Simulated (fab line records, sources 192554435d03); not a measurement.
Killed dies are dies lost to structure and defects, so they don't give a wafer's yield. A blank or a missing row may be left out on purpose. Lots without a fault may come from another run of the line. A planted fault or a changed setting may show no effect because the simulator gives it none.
Which tool did it? | flow n5_finfet | 24 lots, 72 wafers sampled, at 5 steps of a route of 1938

WHAT THE GAUGES READ, wafer by wafer
N5_MOL_CONTACT_COAG_CD_MEAS_40: target cd 25.1 nm. Usual: cd_nm 25.13 nm, standard deviation 0.24.
lot  | measured     | on        | cd_nm (nm)        | flag
L075 | day 5 21:21  | cd_sem-03 | 25.42 25.60 25.15 |
L074 | day 5 21:32  | cd_sem-02 | 25.32 25.34 24.91 |
L076 | day 5 22:14  | cd_sem-01 | 25.26 25.19 25.19 |
L078 | day 6 00:56  | cd_sem-02 | 24.77 25.04 25.02 |
L077 | day 6 07:19  | cd_sem-03 | 25.21 25.03 25.28 |
L080 | day 6 17:23  | cd_sem-03 | 24.83 24.87 24.60 |
L079 | day 6 18:49  | cd_sem-02 | 25.43 25.41 25.24 |
L081 | day 6 20:08  | cd_sem-01 | 25.00 25.10 25.32 |
L082 | day 7 05:59  | cd_sem-02 | 25.03 25.18 25.08 |
L083 | day 7 09:36  | cd_sem-03 | 24.94 25.22 25.50 |
L084 | day 7 15:04  | cd_sem-02 | 24.94 25.23 25.24 |
L085 | day 7 23:58  | cd_sem-02 | 25.42 25.28 24.99 |
L086 | day 8 06:19  | cd_sem-01 | 24.89 25.33 25.05 |
L087 | day 8 09:09  | cd_sem-02 | 25.46 25.36 25.23 |
L088 | day 8 22:22  | cd_sem-02 | 24.57 25.19 25.14 |
L089 | day 9 01:45  | cd_sem-02 | 25.35 25.44 25.28 |
L090 | day 9 07:35  | cd_sem-01 | 25.30 24.62 24.97 |
L091 | day 9 08:04  | cd_sem-01 | 25.54 25.26 25.05 |
L092 | day 9 16:17  | cd_sem-03 | 25.30 24.69 25.47 |
L093 | day 9 23:23  | cd_sem-03 | 25.44 25.32 25.38 |
L094 | day 10 04:24 | cd_sem-01 | 25.33 24.88 25.18 |
L095 | day 10 09:40 | cd_sem-01 | 25.16 24.78 25.35 |
L096 | day 10 18:42 | cd_sem-02 | 24.99 25.06 25.04 |
L097 | day 10 21:45 | cd_sem-03 | 25.27 25.31 24.97 |

N5_MOL_CONTACT_COAG_THK_MEAS_53. Usual: VIA_MOL_THK 43.9 nm, standard deviation 0.65.
lot  | measured     | on            | VIA_MOL_THK (nm) | flag
L075 | day 5 23:07  | film_metro-01 | 42.7 43.9 43.6   |
L074 | day 5 23:16  | film_metro-02 | 43.2 45.1 43.6   |
L076 | day 6 00:11  | film_metro-02 | 43.9 44.7 44.8   |
L078 | day 6 03:13  | film_metro-01 | 43.2 43.5 43.8   |
L077 | day 6 09:01  | film_metro-01 | 43.0 44.6 43.8   |
L080 | day 6 19:06  | film_metro-02 | 42.4 44.7 43.5   |
L079 | day 6 20:37  | film_metro-01 | 42.9 43.6 43.9   |
L081 | day 6 22:35  | film_metro-02 | 43.8 44.7 44.5   |
L082 | day 7 07:51  | film_metro-01 | 43.3 43.1 44.0   |
L083 | day 7 11:23  | film_metro-02 | 43.9 43.7 44.1   |
L084 | day 7 17:05  | film_metro-01 | 44.0 43.6 44.9   |
L085 | day 8 01:39  | film_metro-01 | 43.5 43.5 44.5   |
L086 | day 8 08:02  | film_metro-01 | 44.8 45.0 43.1   |
L087 | day 8 11:20  | film_metro-01 | 43.2 43.7 44.2   |
L088 | day 9 00:44  | film_metro-02 | 44.3 45.0 44.1   |
L089 | day 9 04:01  | film_metro-01 | 43.1 43.6 43.1   |
L090 | day 9 09:17  | film_metro-02 | 43.2 43.8 44.3   |
L091 | day 9 09:44  | film_metro-01 | 43.4 44.2 44.2   |
L092 | day 9 17:59  | film_metro-02 | 43.4 43.3 43.7   |
L093 | day 10 01:33 | film_metro-01 | 43.7 43.5 44.4   |
L094 | day 10 06:06 | film_metro-02 | 44.6 45.3 43.9   |
L095 | day 10 11:24 | film_metro-01 | 43.2 44.2 45.0   |
L096 | day 10 20:43 | film_metro-01 | 44.3 44.2 44.9   |
L097 | day 10 23:36 | film_metro-02 | 43.2 43.9 44.7   |

N5_BEOL_M0_SAQP_OVL_MEAS_15. Usual: M0_CORE_OVL 0.1 nm, standard deviation 0.69.
lot  | measured     | on         | M0_CORE_OVL (nm) | flag
L075 | day 6 06:04  | overlay-02 | 0.1 0.0 -1.0     |
L074 | day 6 07:08  | overlay-02 | -0.3 0.0 0.9     |
L076 | day 6 07:17  | overlay-01 | 0.8 -0.4 -1.0    |
L078 | day 6 12:02  | overlay-01 | 0.5 0.4 0.5      |
L077 | day 6 13:12  | overlay-02 | 0.4 -1.3 -0.4    |
L080 | day 6 23:40  | overlay-02 | -0.8 -0.4 -0.1   |
L079 | day 7 02:43  | overlay-02 | 0.5 0.4 0.9      |
L081 | day 7 06:13  | overlay-02 | 1.7 1.0 1.4      |
L082 | day 7 12:41  | overlay-02 | 0.7 0.9 0.5      |
L083 | day 7 15:49  | overlay-01 | 0.5 0.2 -0.5     |
L084 | day 7 22:18  | overlay-02 | 0.0 -0.1 0.0     |
L085 | day 8 06:20  | overlay-01 | 0.1 -0.8 -0.7    |
L086 | day 8 13:32  | overlay-01 | 0.8 1.5 0.9      |
L087 | day 8 15:31  | overlay-01 | -0.1 0.9 -0.7    |
L088 | day 9 05:16  | overlay-01 | 0.1 0.7 0.1      |
L089 | day 9 09:33  | overlay-02 | 0.4 0.5 -0.3     |
L090 | day 9 13:35  | overlay-01 | -0.8 0.7 -0.2    |
L091 | day 9 16:39  | overlay-02 | 1.3 0.3 1.7      |
L092 | day 9 22:18  | overlay-02 | 0.5 0.7 -0.8     |
L093 | day 10 05:52 | overlay-02 | 0.7 0.9 1.5      |
L094 | day 10 10:46 | overlay-02 | 0.0 -0.1 1.1     |
L095 | day 10 17:10 | overlay-01 | 0.8 -0.3 -0.1    |
L096 | day 11 03:59 | overlay-01 | -0.3 -0.3 -0.4   |
L097 | day 11 04:23 | overlay-02 | -0.1 -0.8 -0.2   |

WHICH TOOL RAN EACH LOT (tool, then ch and the chambers of the sampled wafers, then the start)
lot  | N5_MOL_CONTACT_COAG_ETCH_48        | N5_BEOL_M0_SAQP_HM_DEP_111
L075 | rie_diel-05 ch 2,3, day 5 22:01    | pecvd-02 ch 0,1, day 6 05:43
L074 | rie_diel-03 ch 1,3, day 5 22:13    | pecvd-02 ch 0,1,2, day 6 06:39
L076 | rie_diel-05 ch 0,3, day 5 23:05    | pecvd-04 ch 1,2, day 6 06:39
L078 | rie_diel-03 ch 2,3, day 6 02:07    | pecvd-04 ch 0,1, day 6 11:41
L077 | rie_diel-03 ch 0,1,2, day 6 07:58  | pecvd-01 ch 0,1,2, day 6 12:53
L080 | rie_diel-01 ch 1,2, day 6 18:03    | pecvd-04 ch 0,1, day 6 23:11
L079 | rie_diel-03 ch 2,3, day 6 19:35    | pecvd-02 ch 0,1, day 7 02:14
L081 | rie_diel-03 ch 0,1,2, day 6 21:33  | pecvd-04 ch 0,1,2, day 7 05:52
L082 | rie_diel-01 ch 0,1,3, day 7 06:49  | pecvd-02 ch 0,2, day 7 12:12
L083 | rie_diel-03 ch 0,1,2, day 7 10:20  | pecvd-02 ch 0,1,2, day 7 15:28
L084 | rie_diel-01 ch 1,2,3, day 7 15:44  | pecvd-02 ch 0,1, day 7 21:49
L085 | rie_diel-03 ch 0,1, day 8 00:37    | pecvd-01 ch 0,2, day 8 05:51
L086 | rie_diel-03 ch 2,3, day 8 06:59    | pecvd-04 ch 0,1,2, day 8 13:04
L087 | rie_diel-03 ch 0,2,3, day 8 10:18  | pecvd-04 ch 0,1,2, day 8 15:10
L088 | rie_diel-05 ch 1,3, day 8 23:42    | pecvd-04 ch 0,1,2, day 9 04:47
L089 | rie_diel-05 ch 2,3, day 9 02:56    | pecvd-04 ch 0,1, day 9 09:12
L090 | rie_diel-01 ch 0,3, day 9 08:15    | pecvd-02 ch 1,2, day 9 13:07
L091 | rie_diel-05 ch 0,1,3, day 9 08:43  | pecvd-01 ch 0,2, day 9 16:18
L092 | rie_diel-01 ch 1,2,3, day 9 16:57  | pecvd-04 ch 0,1,2, day 9 21:57
L093 | rie_diel-03 ch 1,2,3, day 10 00:31 | pecvd-02 ch 0,2, day 10 05:23
L094 | rie_diel-03 ch 0,2,3, day 10 05:04 | pecvd-01 ch 1,2, day 10 10:18
L095 | rie_diel-05 ch 0,3, day 10 10:19   | pecvd-01 ch 0,2, day 10 16:49
L096 | rie_diel-05 ch 1,3, day 10 19:41   | pecvd-02 ch 0,1, day 11 03:31
L097 | rie_diel-05 ch 2,3, day 10 22:34   | pecvd-01 ch 0,1,2, day 11 03:55
- N5_MOL_CONTACT_COAG_ETCH_48: etches SiOC in C4F6/O2, target depth 15 nm, overetch 4.5 nm, time 17 s.
- N5_BEOL_M0_SAQP_HM_DEP_111: deposits SiO2 from SiH4/N2O, target thk 12 nm, time 7.2 s.

WHAT THE TOOLS THEMSELVES READ (means of the sampled wafers that have a number; where no wafer has one, the mark that the record gives instead)
N5_MOL_CONTACT_COAG_ETCH_48. Usual: bias_w 465.0 W, standard deviation 1.4; drypump_motor_current_A 6.0 A, standard deviation 0.51; oes_f_703_au 0.82 a.u., standard deviation 0.074; oes_product_au 0.68 a.u., standard deviation 0.066; rf_vpp_V 1573 V, standard deviation 27; showerhead_plenum_p_Torr 2.85 Torr, standard deviation 0.089; throttle_valve_pct 40.6 %, standard deviation 0.43.
lot  | tool        | bias_w (W) | drypump_motor_current_A (A) | oes_f_703_au (a.u.) | oes_product_au (a.u.) | rf_vpp_V (V) | showerhead_plenum_p_Torr (Torr) | throttle_valve_pct (%) | flag
L075 | rie_diel-05 | 465.0      | 5.6                         | 0.72                | 0.58                  | 1583         | 2.85                            | 40.4                   |
L074 | rie_diel-03 | 464.4      | 5.9                         | 0.77                | 0.66                  | 1604         | 2.92                            | 40.9                   |
L076 | rie_diel-05 | 465.2      | 5.5                         | 0.74                | 0.61                  | 1572         | 2.85                            | 40.6                   |
L078 | rie_diel-03 | 466.8      | 6.3                         | 0.83                | 0.71                  | 1571         | 2.92                            | 41.0                   |
L077 | rie_diel-03 | 465.5      | 6.4                         | 0.88                | 0.71                  | 1561         | 2.86                            | 40.7                   |
L080 | rie_diel-01 | 464.6      | 6.1                         | 0.82                | 0.70                  | 1576         | 2.83                            | 40.4                   |
L079 | rie_diel-03 | 465.2      | 6.4                         | 0.82                | 0.67                  | 1572         | 2.92                            | 41.0                   |
L081 | rie_diel-03 | 464.8      | 6.4                         | 0.88                | 0.75                  | 1561         | 2.86                            | 40.7                   |
L082 | rie_diel-01 | 464.4      | 5.9                         | 0.81                | 0.67                  | 1556         | 2.70                            | 40.3                   |
L083 | rie_diel-03 | 465.7      | 6.4                         | 0.87                | 0.72                  | 1560         | 2.85                            | 40.7                   |
L084 | rie_diel-01 | 465.1      | 5.7                         | 0.79                | 0.65                  | 1583         | 2.77                            | 40.2                   |
L085 | rie_diel-03 | 465.9      | 6.3                         | 0.86                | 0.74                  | 1564         | 2.85                            | 40.4                   |
L086 | rie_diel-03 | 464.3      | 6.3                         | 0.81                | 0.68                  | 1571         | 2.91                            | 41.0                   |
L087 | rie_diel-03 | 465.7      | 6.1                         | 0.79                | 0.69                  | 1584         | 2.86                            | 41.0                   |
L088 | rie_diel-05 | 466.4      | 6.0                         | 0.91                | 0.77                  | 1579         | 2.79                            | 40.2                   |
L089 | rie_diel-05 | 464.9      | 5.6                         | 0.89                | 0.68                  | 1583         | 2.84                            | 40.3                   |
L090 | rie_diel-01 | 464.0      | 5.9                         | 0.76                | 0.63                  | 1552         | 2.69                            | 40.4                   |
L091 | rie_diel-05 | 463.9      | 5.7                         | 0.88                | 0.75                  | 1570         | 2.83                            | 40.5                   |
L092 | rie_diel-01 | 464.6      | 5.7                         | 0.77                | 0.65                  | 1584         | 2.77                            | 40.2                   |
L093 | rie_diel-03 | 464.8      | 6.3                         | 0.80                | 0.61                  | 1575         | 2.90                            | 40.8                   |
L094 | rie_diel-03 | 465.6      | 6.1                         | 0.78                | 0.67                  | 1585         | 2.86                            | 41.1                   |
L095 | rie_diel-05 | 466.2      | 5.4                         | 0.85                | 0.69                  | 1563         | 2.87                            | 40.8                   |
L096 | rie_diel-05 | 465.8      | 5.7                         | 0.90                | 0.75                  | 1578         | 2.79                            | 40.3                   |
L097 | rie_diel-05 | 464.8      | 5.5                         | 0.86                | 0.70                  | 1583         | 2.84                            | 40.3                   |

N5_BEOL_M0_SAQP_HM_DEP_111. Usual: heater_power_w 828 W, standard deviation 97; showerhead_plenum_p_Torr 8.18 Torr, standard deviation 0.19.
lot  | tool     | heater_power_w (W) | showerhead_plenum_p_Torr (Torr) | flag
L075 | pecvd-02 | 757                | 8.18                            |
L074 | pecvd-02 | 764                | 8.17                            |
L076 | pecvd-04 | 879                | 8.34                            |
L078 | pecvd-04 | 988                | 8.19                            |
L077 | pecvd-01 | 804                | 8.10                            |
L080 | pecvd-04 | 1021               | 8.19                            |
L079 | pecvd-02 | 806                | 8.03                            |
L081 | pecvd-04 | 893                | 8.21                            |
L082 | pecvd-02 | 774                | 8.16                            |
L083 | pecvd-02 | 765                | 8.19                            |
L084 | pecvd-02 | 748                | 8.20                            |
L085 | pecvd-01 | 785                | 8.08                            |
L086 | pecvd-04 | 864                | 8.21                            |
L087 | pecvd-04 | 868                | 8.23                            |
L088 | pecvd-04 | 889                | 8.22                            |
L089 | pecvd-04 | 988                | 8.20                            |
L090 | pecvd-02 | 820                | 8.35                            |
L091 | pecvd-01 | 753                | 8.06                            |
L092 | pecvd-04 | 919                | 8.23                            |
L093 | pecvd-02 | 811                | 8.00                            |
L094 | pecvd-01 | 790                | 8.11                            |
L095 | pecvd-01 | 708                | 8.05                            |
L096 | pecvd-02 | 837                | 8.20                            |
L097 | pecvd-01 | 772                | 8.10                            |

THE ANSWER, worked out from the rows above alone
Rule: a lot is off if the mean of its wafers that have a number lies more than 3 standard deviations from the usual mean. A lot without any number at a reading at which 4 lots or more have one is off too. The other lots that the step has rows for count as sound. The gauges are gone through in route order, then the tools' own readings, and for those a lot's mean is taken as printed above. The first step at which some lot is off is used, and at that step the reading that is off furthest; a lot without a number counts as furthest.
No lot is off at any reading shown: from this, nothing can be told.

WHAT THE SIMULATOR HAD PUT IN
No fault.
